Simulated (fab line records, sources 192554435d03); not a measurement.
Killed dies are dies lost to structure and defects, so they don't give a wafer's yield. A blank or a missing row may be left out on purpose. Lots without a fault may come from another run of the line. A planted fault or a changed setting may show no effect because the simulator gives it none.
fab line records | flow n5_finfet
record lots=7 wafers=21
route steps=1938 shown BEOL_M1@761 BEOL_M3@938 BEOL_M4@1028
start_h: hours from the record's first day to the start of the lot's first wafer shown | wait_h: hours since the lot's step before | " the same as in the row above | L1.1+2: a row that stands for several wafers | - no value, or no start given | * or withheld: withheld | < > ~ a bound
route shown NAME@n: a module of which the file shows steps, and the number in the route of the first | usual: mean/standard deviation of fault-free wafers | same: alike in all rows | chamber/n: place in a boat | sites: the reading at each site | _std_site: their standard deviation | _edge_site: outer sites' mean less inner sites' | radius_mm: how far each site lies from the wafer's centre | mask NAME#n: copy n | behind: the tool/chamber that last shaped the wafer | hold: why the lot was held/for how many hours/how that ended | device: the transistor (n, p or np) that didn't switch | end of line: the same wafers' tests at the end of the route | a step without rows: its recipe alone | killed: dies lost to structure and defects at the first sort, not the wafer's yield | map: a wafer's dies, x killed, . not, _ none there
set.NAME: the setting as run; set.NAME@STEP: as run at that earlier step | model.NAME: the simulator's own value behind a step, which no gauge read
lots whose settings were changed on purpose; a table a step, a row a wafer
## steps
# step N5_BEOL_M1_EXPOSE_08
# recipe mask_id=M1 na=0.33 source_shape=dipole sigma_inner=0.369 sigma_outer=0.767 polarization=unpolarized dose_mj=33
# columns lot.wafer tool chamber start_h wait_h mask set.dose_mj
L075.3+5+6 euv_scanner-01 0 126.31 - M1#0 33
L080.1+2 euv_scanner-02 0 159.04 - M1#0 33
L080.4 " 0 " " M1#0 31.23
L081.1+4+6 euv_scanner-01 0 162.37 - M1#0 33
L087.1+3 euv_scanner-02 0 201.28 - M1#0 33
L087.4 " 0 " " M1#0 31.07
L089.2+4+5 euv_scanner-02 0 214.96 - M1#0 33
L090.1 euv_scanner-01 0 221.83 - M1#0 33
L090.2+5 " 0 " " M1#0 35.06
L094.1+5+6 euv_scanner-01 0 241.22 - M1#0 33
# step N5_BEOL_M1_PEB_09
# recipe peb_temp_c=100 peb_time_s=60 resist=CAR-EUV
# step N5_BEOL_M1_DEVELOP_10
# recipe develop_time_s=30 developer=TMAH resist=CAR-EUV rinse_liquid=surfactant_rinse dry=air_spin dev_temp_c=23
# step N5_BEOL_M1_CD_MEAS_11
# recipe target_cd_nm=17.05 landing_energy_ev=500 detector=se_inlens polarity=opening
# usual cd_nm=17.09/0.22
# columns lot.wafer tool chamber start_h wait_h set.dose_mj@BEOL_M1_EXPOSE_08 cd_nm
L075.3 cd_sem-02 0 126.42 - 33 17.55
L075.5 " 0 " " 33 16.91
L075.6 " 0 " " 33 17.32
L080.1 cd_sem-03 0 159.17 - 33 16.71
L080.2 " 0 " " 33 17.00
L080.4 " 0 " " 31.23 15.81
L081.1 cd_sem-02 0 162.49 - 33 17.18
L081.4 " 0 " " 33 17.23
L081.6 " 0 " " 33 16.99
L087.1 cd_sem-03 0 201.41 - 33 17.03
L087.3 " 0 " " 33 17.07
L087.4 " 0 " " 31.07 15.84
L089.2 cd_sem-02 0 215.08 - 33 17.23
L089.4 " 0 " " 33 17.37
L089.5 " 0 " " 33 17.37
L090.1 cd_sem-01 0 221.95 - 33 17.13
L090.2 " 0 " " 35.06 18.27
L090.5 " 0 " " 35.06 18.38
L094.1 cd_sem-02 0 241.35 - 33 17.01
L094.5 " 0 " " 33 16.42
L094.6 " 0 " " 33 16.88
# step N5_BEOL_M1_DESCUM_16
# recipe chemistry=O2 time_s=7 source_power_w=50 bias_power_w=20 pressure_mtorr=20 rf_frequency_hz=2.712e+07 temp_c=40 resist=CAR-EUV o2_flow_sccm=225
# step N5_BEOL_M1_ETCH_74
# recipe chemistry=N2/H2 target=underlayer target_depth_a=65 mask_material=CAR-EUV time_s=5.2 ion_energy_ev=200 pressure_mtorr=30 source_w=840 bias_w=150 n2_flow_sccm=200 h2_flow_sccm=200 ends=cleared
# columns lot.wafer tool chamber start_h wait_h set.dose_mj@BEOL_M1_EXPOSE_08 model.BEOL_M1.cd_offset_nm
L075.3+5 rie_diel-03 3,0 126.58 0.0 33 0
L075.6 " 1 " " 33 0.4
L080.1 rie_diel-01 3 159.32 0.0 33 -0.2
L080.2 " 1 " " 33 0
L080.4 " 2 " " 31.23 -1.4
L081.1+4 rie_diel-01 1 162.65 0.0 33 0
L081.6 " 3 " " 33 -0.2
L087.1 rie_diel-03 1 201.56 0.0 33 0
L087.3 " 0 " " 33 0.2
L087.4 " 3 " " 31.07 -1.2
L089.2+5 rie_diel-03 1,2 215.24 0.0 33 0.2
L089.4 " 3 " " 33 0
L090.1 rie_diel-03 3 222.18 0.0 33 0
L090.2+5 " 2,1 " " 35.06 1.6
L094.1 rie_diel-03 1 241.50 0.0 33 0
L094.5 " 3 " " 33 -0.4
L094.6 " 0 " " 33 -0.2
# step N5_BEOL_M1_ETCH_63
# recipe chemistry=CF4 target=SiARC target_depth_a=156 mask_material=CAR-EUV time_s=26 ion_energy_ev=80 pressure_mtorr=40 source_w=545 bias_w=36 Ar_flow_sccm=100 cf4_flow_sccm=100 ends=cleared
# step N5_BEOL_M1_ETCH_64
# recipe chemistry=N2/H2 target=SOC target_depth_a=750 overetch_a=150 mask_material=SiARC temp_c=40 time_s=112.5 ion_energy_ev=200 pressure_mtorr=30 source_w=840 bias_w=150 n2_flow_sccm=200 h2_flow_sccm=200
# step N5_BEOL_M1_STRIP_75
# recipe chemistry=N2/H2 temp_c=40 n2_flow_sccm=200 h2_flow_sccm=200 rf_frequency_hz=6e+07
# step N5_BEOL_M1_STRIP_66
# recipe chemistry=CF4 resist=SiARC power_w=300 bias_power_w=75 pressure_mtorr=50 cf4_flow_sccm=150 rf_frequency_hz=6e+07
# step N5_BEOL_M1_HM_OPEN_17
# recipe chemistry=Cl2/BCl3 target_depth_a=200 overetch_a=60 target=TiN mask_material=SOC ion_energy_ev=150 pressure_mtorr=10 icp_w=1000 bias_w=126 Cl2_flow_sccm=53.25 bcl3_flow_sccm=21.75 Ar_flow_sccm=25
# columns lot.wafer tool chamber start_h wait_h set.dose_mj@BEOL_M1_EXPOSE_08 model.BEOL_M1.cd_offset_nm
L075.3 rie_metal-02 0 126.82 0.1 33 0
L075.5 " 0 " " 33 0.2
L075.6 " 1 " " 33 0.6
L080.1 rie_metal-02 1 159.54 0.0 33 -0.2
L080.2 " 0 " " 33 0
L080.4 " 0 " " 31.23 -1.4
L081.1 rie_metal-01 1 162.86 0.0 33 0.4
L081.4 " 0 " " 33 0.2
L081.6 " 0 " " 33 0
L087.1+3 rie_metal-03 0 201.78 0.0 33 0.6
L087.4 " 1 " " 31.07 -1.2
L089.2 rie_metal-02 1 215.45 0.0 33 0.4
L089.4 " 0 " " 33 0
L089.5 " 0 " " 33 -0.2
L090.1 rie_metal-03 1 222.40 0.0 33 -0.2
L090.2 " 0 " " 35.06 1.4
L090.5 " 0 " " 35.06 1.6
L094.1 rie_metal-02 0 241.72 0.0 33 0
L094.5 " 0 " " 33 -0.4
L094.6 " 1 " " 33 -0.2
# step N5_BEOL_M1_STRIP_19
# recipe chemistry=O2 power_w=400 temp_c=40 pressure_mtorr=30 rf_frequency_hz=6e+07 bias_power_w=0 overash_fraction=0.2 o2_flow_sccm=225
# step N5_BEOL_M1_PRECLEAN_42
# recipe chemistry=residue_remover time_s=60 temp_c=40
# step N5_BEOL_M1_SRD_43
# recipe time_s=30 temp_c=23 rinse_liquid=diw dry=ipa_marangoni
# step N5_BEOL_M1_CD_MEAS_35
# recipe target_cd_nm=18 target_cd_y_nm=21 polarity=opening
# usual cd_nm=17.9/0.41
# columns lot.wafer tool chamber start_h wait_h set.dose_mj@BEOL_M1_EXPOSE_08 cd_nm
L075.3 cd_sem-01 - 128.99 0.0 33 17.9
L075.5 " - " " 33 18.4
L075.6 " - " " 33 18.4
L080.1 cd_sem-01 - 161.13 0.0 33 17.6
L080.2 " - " " 33 18.1
L080.4 " - " " 31.23 16.9
L081.1 cd_sem-02 - 164.63 0.0 33 18.4
L081.4 " - " " 33 18.1
L081.6 " - " " 33 18.0
L087.1 cd_sem-03 - 204.28 0.0 33 19.5
L087.3 " - " " 33 18.6
L087.4 " - " " 31.07 16.5
L089.2 cd_sem-02 - 218.20 0.0 33 18.2
L089.4 " - " " 33 18.3
L089.5 " - " " 33 17.5
L090.1 cd_sem-03 - 237.93 0.0 33 17.7
L090.2 " - " " 35.06 19.2
L090.5 " - " " 35.06 19.7
L094.1 cd_sem-03 - 264.29 0.0 33 17.8
L094.5 " - " " 33 17.7
L094.6 " - " " 33 18.1
# step N5_BEOL_M3_COAT_05
# recipe resist=CAR-EUV spin_rpm=1500 resist_thk_nm=30
# columns lot.wafer tool chamber start_h wait_h set.spin_rpm model.CAR-EUV_of_BEOL_M3_COAT_05.thk_nm
L075.3+5+6 litho_track-02 0 - - 1500 29.8
L080.1 litho_track-04 0 - - 1353 31.6
L080.2+4 " 0 " " 1500 30
L081.1 litho_track-02 0 - - 1500 29.8
L081.4+6 " 0 " " 1548 29.4
L087.1 litho_track-01 0 - - 1500 29.8
L087.3 " 0 " " 1577 29.2
L087.4 " 0 " " 1500 30
L089.2 litho_track-04 0 - - 1500 30.2
L089.4+5 " 0 " " 1500 30
L090.1 litho_track-01 0 - - 1428 30.8
L090.2 " 0 " " 1500 30
L090.5 " 0 " " 1500 29.8
L094.1 litho_track-02 0 - - 1500 30
L094.5+6 " 0 " " 1500 29.8
# step N5_BEOL_M3_EBR_07
# recipe solvent=PGMEA ebr_width_mm=1.5
# step N5_BEOL_M3_SOFTBAKE_06
# recipe temp_c=110 time_s=60 resist=CAR-EUV
# step N5_BEOL_M3_EXPOSE_08
# recipe mask_id=M3 na=0.33 source_shape=dipole sigma_inner=0.369 sigma_outer=0.767 polarization=unpolarized dose_mj=33
# step N5_BEOL_M3_PEB_09
# recipe peb_temp_c=100 peb_time_s=60 resist=CAR-EUV
# step N5_BEOL_M3_DEVELOP_10
# recipe develop_time_s=30 developer=TMAH resist=CAR-EUV rinse_liquid=surfactant_rinse dry=air_spin dev_temp_c=23
# columns lot.wafer tool chamber start_h wait_h set.spin_rpm@BEOL_M3_COAT_05 model.CAR-EUV_of_BEOL_M3_COAT_05.thk_nm
L075.3+5+6 litho_track-04 0 - - 1500 29.4
L080.1 litho_track-04 0 - - 1353 31.2
L080.2 " 0 " " 1500 29.6
L080.4 " 0 " " 1500 29.4
L081.1 litho_track-01 0 - - 1500 29.4
L081.4 " 0 " " 1548 28.8
L081.6 " 0 " " 1548 29
L087.1+4 litho_track-02 0 - - 1500 29.4
L087.3 " 0 " " 1577 28.6
L089.2+4+5 litho_track-04 0 - - 1500 29.6
L090.1 litho_track-02 0 - - 1428 30.2
L090.2 " 0 " " 1500 29.6
L090.5 " 0 " " 1500 29.4
L094.1+5+6 litho_track-04 0 - - 1500 29.4
# step N5_BEOL_M3_DESCUM_16
# recipe chemistry=O2 time_s=7 source_power_w=50 bias_power_w=20 pressure_mtorr=20 rf_frequency_hz=2.712e+07 temp_c=40 resist=CAR-EUV o2_flow_sccm=225
# columns lot.wafer tool chamber start_h wait_h set.spin_rpm@BEOL_M3_COAT_05 model.CAR-EUV_of_BEOL_M3_COAT_05.thk_nm
L075.3+5+6 rie_diel-01 0,1,0 156.98 0.0 1500 26
L080.1 rie_diel-01 0 205.90 0.0 1353 27.8
L080.2 " 1 " " 1500 26
L080.4 " 3 " " 1500 25.8
L081.1 rie_diel-03 1 208.21 0.2 1500 26
L081.4 " 0 " " 1548 25.4
L081.6 " 2 " " 1548 25.6
L087.1+4 rie_diel-04 3,2 229.71 0.0 1500 26
L087.3 " 0 " " 1577 25.2
L089.2+4 rie_diel-03 2,1 236.16 0.0 1500 26.2
L089.5 " 1 " " 1500 26
L090.1 rie_diel-03 2 258.74 0.0 1428 26.8
L090.2+5 " 0,2 " " 1500 26
L094.1 rie_diel-01 1 280.65 0.1 1500 26
L094.5+6 " 2,3 " " 1500 25.8
# step N5_BEOL_M3_TRENCH_ETCH_37
# recipe chemistry=C4F6/O2 target_depth_a=555.55 target=SiOC time_s=29.2 ion_energy_ev=250 pressure_mtorr=30 source_w=355 bias_w=185 Ar_flow_sccm=300 C4F6_flow_sccm=10 O2_flow_sccm=10
# columns lot.wafer tool chamber start_h wait_h set.time_s model.etch.depth_nm model.BEOL_M3.feature_depth_nm
L075.3 rie_diel-04 1 - - 29.2 54.57 54.6
L075.5 " 0 " " 29.2 55.53 55.6
L075.6 " 3 " " 29.2 55.28 55.2
L080.1 rie_diel-03 3 - - 23.45 46.55 46.6
L080.2 " 0 " " 29.2 55.45 55.4
L080.4 " 1 " " 23.45 44.14 44.2
L081.1 rie_diel-03 0 - - 29.2 54.86 54.8
L081.4 " 1 " " 29.2 54.16 54.2
L081.6 " 2 " " 29.2 53.99 54
L087.1 rie_diel-04 0 - - 25.26 47.82 47.8
L087.3 " 1 " " 29.2 55 55
L087.4 " 2 " " 29.2 56.28 56.2
L089.2 rie_diel-01 1 - - 29.2 54.97 55
L089.4 " 3 " " 29.2 57.25 57.2
L089.5 " 2 " " 29.2 54.05 54
L090.1 rie_diel-04 2 - - 29.2 56.66 56.6
L090.2 " 0 " " 29.2 54.64 54.6
L090.5 " 1 " " 29.2 54.83 54.8
L094.1 rie_diel-01 0 - - 29.2 55.78 55.8
L094.5 " 1 " " 29.2 54.91 55
L094.6 " 2 " " 29.2 53.64 53.6
# step N5_BEOL_M3_ETCH_41
# recipe chemistry=CH3F/O2 target=SiCN target_depth_a=299 taper_deg=2 time_s=52.5 ion_energy_ev=120 mask_material=TiN pressure_mtorr=30 source_w=395 bias_w=75 Ar_flow_sccm=150 CH3F_flow_sccm=30 O2_flow_sccm=20
# step N5_BEOL_M3_STRIP_97
# recipe chemistry=N2/H2 time_s=10 power_w=450 temp_c=40 pressure_mtorr=20 rf_frequency_hz=6e+07 bias_power_w=7 n2_flow_sccm=200 h2_flow_sccm=200
# step N5_BEOL_M3_OCD_MEAS_38
# usual trench_depth_nm=55.4/1.2
# columns lot.wafer tool chamber start_h wait_h set.time_s@BEOL_M3_TRENCH_ETCH_37 trench_depth_nm
L075.3 ocd-02 - 160.61 - 29.2 54.7
L075.5 " - " " 29.2 55.7
L075.6 " - " " 29.2 55.3
L080.1 ocd-02 - 218.30 - 23.45 46.5
L080.2 " - " " 29.2 55.8
L080.4 " - " " 23.45 44.0
L081.1 ocd-01 - 221.10 - 29.2 54.7
L081.4 " - " " 29.2 54.3
L081.6 " - " " 29.2 53.9
L087.1 ocd-02 - 240.58 - 25.26 47.4
L087.3 " - " " 29.2 55.2
L087.4 " - " " 29.2 56.9
L089.2 ocd-02 - 267.39 - 29.2 54.7
L089.4 " - " " 29.2 57.3
L089.5 " - " " 29.2 53.9
L090.1 ocd-02 - 276.94 - 29.2 56.5
L090.2 " - " " 29.2 54.9
L090.5 " - " " 29.2 54.5
L094.1 ocd-01 - 305.25 - 29.2 55.6
L094.5 " - " " 29.2 54.6
L094.6 " - " " 29.2 53.5
# step N5_BEOL_M4_COAT_05
# recipe resist=CAR-EUV spin_rpm=1500 resist_thk_nm=30
# columns lot.wafer tool chamber start_h wait_h set.spin_rpm model.CAR-EUV_of_BEOL_M4_COAT_05.thk_nm
L075.3+5+6 litho_track-02 0 - - 1500 30
L080.1 litho_track-05 0 - - 1545 29.6
L080.2 " 0 " " 1500 30
L080.4 " 0 " " 1545 29.4
L081.1 litho_track-03 0 - - 1500 30
L081.4 " 0 " " 1500 29.8
L081.6 " 0 " " 1359 31.4
L087.1 litho_track-02 0 - - 1500 30
L087.3+4 " 0 " " 1569 29.2
L089.2+5 litho_track-02 0 - - 1500 30
L089.4 " 0 " " 1667 28.6
L090.1+2 litho_track-05 0 - - 1386 31.2
L090.5 " 0 " " 1500 30
L094.1 litho_track-02 0 - - 1568 29.2
L094.5+6 " 0 " " 1500 30
# step N5_BEOL_M4_EXPOSE_08
# recipe mask_id=M4 na=0.33 source_shape=dipole sigma_inner=0.369 sigma_outer=0.767 polarization=unpolarized dose_mj=41.25
# columns lot.wafer tool chamber start_h wait_h mask set.dose_mj
L075.3+5+6 euv_scanner-01 0 165.92 - M4#0 41.25
L080.1 euv_scanner-01 0 225.06 - M4#0 38.56
L080.2+4 " 0 " " M4#0 41.25
L081.1+4+6 euv_scanner-01 0 225.77 - M4#0 41.25
L087.1 euv_scanner-02 0 245.46 - M4#0 41.25
L087.3+4 " 0 " " M4#0 43.03
L089.2+4+5 euv_scanner-01 0 272.41 - M4#0 42.66
L090.1+2 euv_scanner-02 0 281.50 - M4#0 41.25
L090.5 " 0 " " M4#0 44.08
L094.1+6 euv_scanner-02 0 315.41 - M4#0 41.25
L094.5 " 0 " " M4#0 38.65
# step N5_BEOL_M4_PEB_09
# recipe peb_temp_c=100 peb_time_s=60 resist=CAR-EUV
# step N5_BEOL_M4_DEVELOP_10
# recipe develop_time_s=30 developer=TMAH resist=CAR-EUV rinse_liquid=surfactant_rinse dry=air_spin dev_temp_c=23
# columns lot.wafer tool chamber start_h wait_h set.spin_rpm@BEOL_M4_COAT_05 model.CAR-EUV_of_BEOL_M4_COAT_05.thk_nm
L075.3+5+6 litho_track-05 0 - - 1500 29.6
L080.1 litho_track-03 0 - - 1545 29.2
L080.2 " 0 " " 1500 29.4
L080.4 " 0 " " 1545 29
L081.1 litho_track-03 0 - - 1500 29.6
L081.4 " 0 " " 1500 29.4
L081.6 " 0 " " 1359 31
L087.1 litho_track-05 0 - - 1500 29.4
L087.3+4 " 0 " " 1569 28.8
L089.2+5 litho_track-03 0 - - 1500 29.6
L089.4 " 0 " " 1667 28.2
L090.1+2 litho_track-03 0 - - 1386 30.6
L090.5 " 0 " " 1500 29.4
L094.1 litho_track-02 0 - - 1568 28.8
L094.5+6 " 0 " " 1500 29.6
# step N5_BEOL_M4_CD_MEAS_11
# recipe target_cd_nm=16.79 landing_energy_ev=500 detector=se_inlens polarity=opening
# usual cd_nm=16.78/0.24
# columns lot.wafer tool chamber start_h wait_h set.dose_mj@BEOL_M4_EXPOSE_08 cd_nm
L075.3 cd_sem-01 0 166.04 - 41.25 17.06
L075.5 " 0 " " 41.25 16.57
L075.6 " 0 " " 41.25 17.04
L080.1 cd_sem-02 0 225.19 - 38.56 15.26
L080.2 " 0 " " 41.25 16.73
L080.4 " 0 " " 41.25 16.52
L081.1 cd_sem-03 0 225.90 - 41.25 16.41
L081.4 " 0 " " 41.25 16.99
L081.6 " 0 " " 41.25 16.70
L087.1 cd_sem-01 0 245.59 - 41.25 16.24
L087.3 " 0 " " 43.03 17.58
L087.4 " 0 " " 43.03 17.42
L089.2 cd_sem-03 0 272.54 - 42.66 17.12
L089.4 " 0 " " 42.66 17.20
L089.5 " 0 " " 42.66 17.58
L090.1 cd_sem-02 0 281.63 - 41.25 17.13
L090.2 " 0 " " 41.25 16.76
L090.5 " 0 " " 44.08 18.42
L094.1 cd_sem-02 0 315.54 - 41.25 17.25
L094.5 " 0 " " 38.65 16.00
L094.6 " 0 " " 41.25 16.93
# step N5_BEOL_M4_DESCUM_16
# recipe chemistry=O2 time_s=7 source_power_w=50 bias_power_w=20 pressure_mtorr=20 rf_frequency_hz=2.712e+07 temp_c=40 resist=CAR-EUV o2_flow_sccm=225
# step N5_BEOL_M4_ETCH_74
# recipe chemistry=N2/H2 target=underlayer target_depth_a=65 mask_material=CAR-EUV time_s=5.2 ion_energy_ev=200 pressure_mtorr=30 source_w=840 bias_w=150 n2_flow_sccm=200 h2_flow_sccm=200 ends=cleared
# columns lot.wafer tool chamber start_h wait_h set.dose_mj@BEOL_M4_EXPOSE_08 model.BEOL_M4.cd_offset_nm
L075.3+5 rie_diel-02 3,0 166.27 0.0 41.25 0
L075.6 " 1 " " 41.25 -0.2
L080.1 rie_diel-05 1 225.35 0.0 38.56 -1.2
L080.2 " 3 " " 41.25 0.4
L080.4 " 2 " " 41.25 0
L081.1 rie_diel-06 1 226.06 0.0 41.25 -0.4
L081.4 " 2 " " 41.25 0.2
L081.6 " 0 " " 41.25 0
L087.1 rie_diel-02 0 246.09 0.0 41.25 0
L087.3 " 2 " " 43.03 0.6
L087.4 " 1 " " 43.03 0.4
L089.2 rie_diel-05 0 272.90 0.0 42.66 0.4
L089.4+5 " 1,3 " " 42.66 0.8
L090.1 rie_diel-06 1 281.79 0.0 41.25 0
L090.2 " 0 " " 41.25 0.2
L090.5 " 3 " " 44.08 1.8
L094.1 rie_diel-06 2 315.70 0.0 41.25 0.4
L094.5 " 3 " " 38.65 -1
L094.6 " 2 " " 41.25 0.2
# step N5_BEOL_M4_ETCH_63
# recipe chemistry=CF4 target=SiARC target_depth_a=156 mask_material=CAR-EUV time_s=26 ion_energy_ev=80 pressure_mtorr=40 source_w=545 bias_w=36 Ar_flow_sccm=100 cf4_flow_sccm=100 ends=cleared
# columns lot.wafer tool chamber start_h wait_h set.dose_mj@BEOL_M4_EXPOSE_08 model.BEOL_M4.cd_offset_nm
L075.3+5 rie_diel-02 3,0 166.29 0.0 41.25 0
L075.6 " 1 " " 41.25 -0.2
L080.1 rie_diel-05 1 225.37 0.0 38.56 -1.2
L080.2 " 3 " " 41.25 0.2
L080.4 " 2 " " 41.25 0
L081.1 rie_diel-06 1 226.08 0.0 41.25 -0.6
L081.4 " 2 " " 41.25 0.2
L081.6 " 0 " " 41.25 -0.2
L087.1 rie_diel-02 0 246.10 0.0 41.25 -0.2
L087.3 " 2 " " 43.03 0.6
L087.4 " 1 " " 43.03 0.2
L089.2 rie_diel-05 0 272.91 0.0 42.66 0.4
L089.4+5 " 1,3 " " 42.66 0.6
L090.1 rie_diel-06 1 281.81 0.0 41.25 -0.2
L090.2 " 0 " " 41.25 0.2
L090.5 " 3 " " 44.08 1.8
L094.1+6 rie_diel-06 2 315.72 0.0 41.25 0.2
L094.5 " 3 " " 38.65 -1.2
## key
split step=N5_BEOL_M1_EXPOSE_08 setting=dose_mj stated=33 by=wafer
response step=N5_BEOL_M1_CD_MEAS_11 reading=cd_nm change=+0.198 per=1% r=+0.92
response step=N5_BEOL_M1_ETCH_74 reading=model.BEOL_M1.cd_offset_nm change=+0.241 per=1% r=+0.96
response step=N5_BEOL_M1_HM_OPEN_17 reading=model.BEOL_M1.cd_offset_nm change=+0.276 per=1% r=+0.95
response step=N5_BEOL_M1_CD_MEAS_35 reading=cd_nm change=+0.303 per=1% r=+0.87
split step=N5_BEOL_M3_COAT_05 setting=spin_rpm stated=1500 by=wafer
response step=N5_BEOL_M3_COAT_05 reading=model.CAR-EUV_of_BEOL_M3_COAT_05.thk_nm change=-0.16 per=1% r=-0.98
response step=N5_BEOL_M3_DEVELOP_10 reading=model.CAR-EUV_of_BEOL_M3_COAT_05.thk_nm change=-0.165 per=1% r=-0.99
response step=N5_BEOL_M3_DESCUM_16 reading=model.CAR-EUV_of_BEOL_M3_COAT_05.thk_nm change=-0.181 per=1% r=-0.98
split step=N5_BEOL_M3_TRENCH_ETCH_37 setting=time_s stated=29.2 by=wafer
response step=N5_BEOL_M3_TRENCH_ETCH_37 reading=model.etch.depth_nm change=+0.535 per=1% r=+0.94
response step=N5_BEOL_M3_TRENCH_ETCH_37 reading=model.BEOL_M3.feature_depth_nm change=+0.53 per=1% r=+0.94
response step=N5_BEOL_M3_OCD_MEAS_38 reading=trench_depth_nm change=+0.568 per=1% r=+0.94
split step=N5_BEOL_M4_COAT_05 setting=spin_rpm stated=1500 by=wafer
response step=N5_BEOL_M4_COAT_05 reading=model.CAR-EUV_of_BEOL_M4_COAT_05.thk_nm change=-0.148 per=1% r=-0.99
response step=N5_BEOL_M4_DEVELOP_10 reading=model.CAR-EUV_of_BEOL_M4_COAT_05.thk_nm change=-0.144 per=1% r=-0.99
split step=N5_BEOL_M4_EXPOSE_08 setting=dose_mj stated=41.25 by=wafer
response step=N5_BEOL_M4_CD_MEAS_11 reading=cd_nm change=+0.212 per=1% r=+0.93
response step=N5_BEOL_M4_ETCH_74 reading=model.BEOL_M4.cd_offset_nm change=+0.211 per=1% r=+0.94
response step=N5_BEOL_M4_ETCH_63 reading=model.BEOL_M4.cd_offset_nm change=+0.218 per=1% r=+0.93
